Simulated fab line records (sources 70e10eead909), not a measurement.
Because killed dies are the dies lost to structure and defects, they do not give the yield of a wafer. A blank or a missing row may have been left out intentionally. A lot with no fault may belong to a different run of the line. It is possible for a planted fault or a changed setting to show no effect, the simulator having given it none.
The tool behind it: which one?    flow nandHarc    18 wafers sampled from 6 lots at 1 step of a route of 1159

== WHAT THE GAUGES READ, wafer by wafer ==
NHARC_P_ZERO_WELL_CD_MEAS_52 targets a cd of 2000 nm.
lot   measured     on        cdNm (nm)
L610  day 2 05:29  cdSem-03  2001.1 1998.0 1999.7
L612  day 2 17:58  cdSem-03  2001.4 2002.3 2001.1
L615  day 3 11:38  cdSem-03  1997.6 1997.3 1999.5
L617  day 4 05:40  cdSem-01  2000.7 2003.1 1999.4
L625  day 5 23:36  cdSem-02  1998.2 1998.0 1999.8
L631  day 7 11:46  cdSem-02  1999.8 1999.5 1997.7

== EACH LOT AND THE TOOL THAT RAN IT (in order: tool; ch and the chambers of the sampled wafers; start) ==
Before these readings, the record contains no process step.

== THE ANSWER, worked out from the rows above alone ==
Rule: what is usual is taken from the lots themselves. The widest of any qualifying gaps counts: lots, ordered by their means at a reading, are off when they make up no more than a third of the lots, leave a main group of 4 or more, and stand apart from it by 3 or more times the standard deviation of that group's means. A main group is skipped when, at the precision printed for the reading in the tables above, its means are all equal. A lot without any number at a reading at which 4 lots or more have one is off too. Any other lot the step has rows for is counted as sound.
Nothing can be told from this: no lot is off at any reading shown.

== WHAT THE SIMULATOR PUT IN ==
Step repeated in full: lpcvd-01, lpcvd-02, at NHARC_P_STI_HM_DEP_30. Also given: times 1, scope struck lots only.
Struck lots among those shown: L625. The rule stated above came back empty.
